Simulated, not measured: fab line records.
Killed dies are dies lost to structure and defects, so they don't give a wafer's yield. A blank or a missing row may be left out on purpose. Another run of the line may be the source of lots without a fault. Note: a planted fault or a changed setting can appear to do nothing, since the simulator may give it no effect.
Split-lot trial || flow n5_finfet || on a route of 1938 steps: 7 lots, 39 wafers read

## THE SPLIT ITSELF
At N5_MOL_CONTACT_COAG_ETCH_105 (etches SiARC in CF4, target depth 15.6 nm, time 26 s), the setting bias_w was moved away from the recipe's 36 W on 18 of the 39 wafers read, by -13.3% to +16.1%. The other wafers ran this setting at the recipe's value.

The split's own step is where the reading is taken.

## THE READING
rf_vpp_V, in V, at N5_MOL_CONTACT_COAG_ETCH_105 (etches SiARC in CF4, target depth 15.6 nm, time 26 s). Typical for fault-free wafers on this fab line: 184.3 V, with standard deviation 1.1 V.

{"wafer": "L079.1", "tool, chamber at the split": "rie_diel-01, 1", "bias_w as run, W": 36, "against the recipe": "recipe", "rf_vpp_V, V": 183.6, "against lot-mates on the recipe": "-"}
{"wafer": "L079.2", "tool, chamber at the split": "rie_diel-01, 3", "bias_w as run, W": 38.37, "against the recipe": "+6.6%", "rf_vpp_V, V": 190.0, "against lot-mates on the recipe": "+6.8"}
{"wafer": "L079.3", "tool, chamber at the split": "rie_diel-01, 2", "bias_w as run, W": 38.37, "against the recipe": "+6.6%", "rf_vpp_V, V": 192.1, "against lot-mates on the recipe": "+8.9"}
{"wafer": "L079.4", "tool, chamber at the split": "rie_diel-01, 0", "bias_w as run, W": 36, "against the recipe": "recipe", "rf_vpp_V, V": 183.7, "against lot-mates on the recipe": "-"}
{"wafer": "L079.5", "tool, chamber at the split": "rie_diel-01, 3", "bias_w as run, W": 36, "against the recipe": "recipe", "rf_vpp_V, V": 182.4, "against lot-mates on the recipe": "-"}
{"wafer": "L079.6", "tool, chamber at the split": "rie_diel-01, 0", "bias_w as run, W": 38.37, "against the recipe": "+6.6%", "rf_vpp_V, V": 191.1, "against lot-mates on the recipe": "+7.9"}
{"wafer": "L080.1", "tool, chamber at the split": "rie_diel-01, 2", "bias_w as run, W": 32.98, "against the recipe": "-8.4%", "rf_vpp_V, V": 173.2, "against lot-mates on the recipe": -10.4}
{"wafer": "L080.2", "tool, chamber at the split": "rie_diel-01, 3", "bias_w as run, W": 36, "against the recipe": "recipe", "rf_vpp_V, V": 182.4, "against lot-mates on the recipe": "-"}
{"wafer": "L080.3", "tool, chamber at the split": "rie_diel-01, 0", "bias_w as run, W": 36, "against the recipe": "recipe", "rf_vpp_V, V": 184.8, "against lot-mates on the recipe": "-"}
{"wafer": "L080.4", "tool, chamber at the split": "rie_diel-01, 1", "bias_w as run, W": 32.98, "against the recipe": "-8.4%", "rf_vpp_V, V": 174.1, "against lot-mates on the recipe": -9.5}
{"wafer": "L080.5", "tool, chamber at the split": "rie_diel-01, 0", "bias_w as run, W": 36, "against the recipe": "recipe", "rf_vpp_V, V": 183.5, "against lot-mates on the recipe": "-"}
{"wafer": "L080.6", "tool, chamber at the split": "rie_diel-01, 1", "bias_w as run, W": 32.98, "against the recipe": "-8.4%", "rf_vpp_V, V": 176.3, "against lot-mates on the recipe": -7.3}
{"wafer": "L082.1", "tool, chamber at the split": "rie_diel-01, 3", "bias_w as run, W": 39.67, "against the recipe": "+10.2%", "rf_vpp_V, V": 195.0, "against lot-mates on the recipe": "+10.1"}
{"wafer": "L082.2", "tool, chamber at the split": "rie_diel-01, 0", "bias_w as run, W": 39.67, "against the recipe": "+10.2%", "rf_vpp_V, V": 196.0, "against lot-mates on the recipe": "+11.1"}
{"wafer": "L082.3", "tool, chamber at the split": "rie_diel-01, 1", "bias_w as run, W": 36, "against the recipe": "recipe", "rf_vpp_V, V": 185.4, "against lot-mates on the recipe": "-"}
{"wafer": "L082.4", "tool, chamber at the split": "rie_diel-01, 1", "bias_w as run, W": 39.67, "against the recipe": "+10.2%", "rf_vpp_V, V": 197.6, "against lot-mates on the recipe": "+12.7"}
{"wafer": "L082.5", "tool, chamber at the split": "rie_diel-01, 3", "bias_w as run, W": 36, "against the recipe": "recipe", "rf_vpp_V, V": 183.8, "against lot-mates on the recipe": "-"}
{"wafer": "L082.6", "tool, chamber at the split": "rie_diel-01, 0", "bias_w as run, W": 36, "against the recipe": "recipe", "rf_vpp_V, V": 185.5, "against lot-mates on the recipe": "-"}
{"wafer": "L083.1", "tool, chamber at the split": "rie_diel-03, 0", "bias_w as run, W": 41.79, "against the recipe": "+16.1%", "rf_vpp_V, V": 203.3, "against lot-mates on the recipe": "+19.8"}
{"wafer": "L083.2", "tool, chamber at the split": "rie_diel-03, 1", "bias_w as run, W": 41.79, "against the recipe": "+16.1%", "rf_vpp_V, V": 201.6, "against lot-mates on the recipe": "+18.1"}
{"wafer": "L083.3", "tool, chamber at the split": "rie_diel-03, 3", "bias_w as run, W": 41.79, "against the recipe": "+16.1%", "rf_vpp_V, V": 203.5, "against lot-mates on the recipe": "+20.0"}
{"wafer": "L083.4", "tool, chamber at the split": "rie_diel-03, 1", "bias_w as run, W": 36, "against the recipe": "recipe", "rf_vpp_V, V": 181.4, "against lot-mates on the recipe": "-"}
{"wafer": "L083.5", "tool, chamber at the split": "rie_diel-03, 0", "bias_w as run, W": 36, "against the recipe": "recipe", "rf_vpp_V, V": 185.1, "against lot-mates on the recipe": "-"}
{"wafer": "L083.6", "tool, chamber at the split": "rie_diel-03, 3", "bias_w as run, W": 36, "against the recipe": "recipe", "rf_vpp_V, V": 184.0, "against lot-mates on the recipe": "-"}
{"wafer": "L084.1", "tool, chamber at the split": "rie_diel-03, 1", "bias_w as run, W": 36, "against the recipe": "recipe", "rf_vpp_V, V": 183.1, "against lot-mates on the recipe": "-"}
{"wafer": "L084.2", "tool, chamber at the split": "rie_diel-03, 3", "bias_w as run, W": 38.71, "against the recipe": "+7.5%", "rf_vpp_V, V": 193.7, "against lot-mates on the recipe": "+9.4"}
{"wafer": "L084.3", "tool, chamber at the split": "rie_diel-03, 0", "bias_w as run, W": 38.71, "against the recipe": "+7.5%", "rf_vpp_V, V": 194.1, "against lot-mates on the recipe": "+9.8"}
{"wafer": "L084.4", "tool, chamber at the split": "rie_diel-03, 0", "bias_w as run, W": 36, "against the recipe": "recipe", "rf_vpp_V, V": 184.4, "against lot-mates on the recipe": "-"}
{"wafer": "L084.5", "tool, chamber at the split": "rie_diel-03, 1", "bias_w as run, W": 38.71, "against the recipe": "+7.5%", "rf_vpp_V, V": 191.3, "against lot-mates on the recipe": "+7.0"}
{"wafer": "L084.6", "tool, chamber at the split": "rie_diel-03, 3", "bias_w as run, W": 36, "against the recipe": "recipe", "rf_vpp_V, V": 185.5, "against lot-mates on the recipe": "-"}
{"wafer": "L089.1", "tool, chamber at the split": "rie_diel-01, 3", "bias_w as run, W": 36, "against the recipe": "recipe", "rf_vpp_V, V": 185.5, "against lot-mates on the recipe": "-"}
{"wafer": "L089.2", "tool, chamber at the split": "rie_diel-01, 2", "bias_w as run, W": 31.21, "against the recipe": "-13.3%", "rf_vpp_V, V": 168.2, "against lot-mates on the recipe": -16.4}
{"wafer": "L089.3", "tool, chamber at the split": "rie_diel-01, 0", "bias_w as run, W": 36, "against the recipe": "recipe", "rf_vpp_V, V": 184.9, "against lot-mates on the recipe": "-"}
{"wafer": "L089.4", "tool, chamber at the split": "rie_diel-01, 1", "bias_w as run, W": 36, "against the recipe": "recipe", "rf_vpp_V, V": 183.4, "against lot-mates on the recipe": "-"}
{"wafer": "L089.5", "tool, chamber at the split": "rie_diel-01, 1", "bias_w as run, W": 31.21, "against the recipe": "-13.3%", "rf_vpp_V, V": 168.8, "against lot-mates on the recipe": -15.8}
{"wafer": "L089.6", "tool, chamber at the split": "rie_diel-01, 2", "bias_w as run, W": 31.21, "against the recipe": "-13.3%", "rf_vpp_V, V": 169.8, "against lot-mates on the recipe": -14.8}
{"wafer": "L093.3", "tool, chamber at the split": "rie_diel-01, 0", "bias_w as run, W": 36, "against the recipe": "recipe", "rf_vpp_V, V": 183.9, "against lot-mates on the recipe": "-"}
{"wafer": "L093.4", "tool, chamber at the split": "rie_diel-01, 2", "bias_w as run, W": 36, "against the recipe": "recipe", "rf_vpp_V, V": 185.9, "against lot-mates on the recipe": "-"}
{"wafer": "L093.6", "tool, chamber at the split": "rie_diel-01, 3", "bias_w as run, W": 36, "against the recipe": "recipe", "rf_vpp_V, V": 185.3, "against lot-mates on the recipe": "-"}

THE FIT
A straight line over all 39 wafers: rf_vpp_V changes by +1.15 V for each +1% of bias_w; r = +0.99; the points scatter about the line by 1.2 V.
The same after taking each lot's own level away (the mean of its wafers on the recipe; 39 wafers): +1.16 V for each +1%; r = +0.99; scatter 1.1 V.
On that fit, the largest move of bias_w shifts the reading by 19 V.
From 183.23 to 185.03 V: that is the span of the lots' own levels, equal to 1.6 times the standard deviation above.
Consequently the slope shifts little with the lot-to-lot level, the two slopes agreeing.
Check: for one of the wafers moved furthest among these (+16.1%), held out of the fit, the line's prediction against its lot-mates is +18.6 V. It came out at +19.8 V against them.
Tool readings at the split's step, against how far the setting was moved: rf_vpp_V r = +0.99.

## THE FILE'S OWN FIT
rf_vpp_V changes by +1.17 V for each +1% of bias_w, r = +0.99.
